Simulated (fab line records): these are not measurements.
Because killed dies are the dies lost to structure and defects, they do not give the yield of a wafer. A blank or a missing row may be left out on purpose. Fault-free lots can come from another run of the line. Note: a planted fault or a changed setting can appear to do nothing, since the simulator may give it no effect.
Matching of chambers | flow nandHarc | NHARC_A_CONTACT_DESCUM_74 on rieDiel-02: 4 sister chambers
The step chemistry O2, time 3 s. 8 wafers are shown with their chamber, then 8 later ones without.

## WAFERS, EACH WITH ITS CHAMBER
wafer  | chamber | drypumpMotorCurrentA (A) | showerheadPlenumPTorr (Torr)
L489.2 | 2       | 5.4                      | 1.89
L490.1 | 1       | 5.3                      | 1.88
L490.2 | 0       | 4.7                      | 1.97
L490.3 | 3       | 5.7                      | 1.85
L493.2 | 3       | 5.7                      | 1.84
L493.5 | 0       | 4.7                      | 1.97
L493.6 | 1       | 5.4                      | 1.88
L495.3 | 2       | 5.4                      | 1.88

## WAFERS WHOSE CHAMBER IS MISSING
wafer  | drypumpMotorCurrentA (A) | showerheadPlenumPTorr (Torr)
L495.5 | 5.7                      | 1.84
L495.6 | 4.7                      | 1.96
L499.2 | 4.7                      | 1.96
L499.3 | 5.7                      | 1.84
L499.5 | 4.7                      | 1.96
L507.1 | 5.4                      | 1.88
L507.3 | 5.7                      | 1.84
L507.6 | 5.4                      | 1.88

## WHICH CHAMBER EACH WENT THROUGH
wafer  | from the rows above     | in truth
L495.5 | 3                       | 3
L495.6 | 0                       | 0
L499.2 | 0                       | 0
L499.3 | 3                       | 3
L499.5 | 0                       | 0
L507.1 | can't be placed: 2 or 1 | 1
L507.3 | 3                       | 3
L507.6 | can't be placed: 2 or 1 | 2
Correct placement for 6 of the 8. Unplaceable from these rows: 2, with the true chamber sitting among the candidates in 2. Wrongly placed: 0.
How it was worked out, from the rows above alone: a wafer's distance from a chamber is the root of the sum, over the readings, of the square of ((its reading less the chamber's mean) divided by the reading's scatter). The wafer belongs to the nearest chamber; if the next one is less than 2 further off, it can't be placed. A chamber's mean is the mean of its shown wafers. The scatter is the square root of a quotient: the sum, over the shown wafers, of each reading's squared deviation from its chamber's mean, divided by wafers minus chambers.
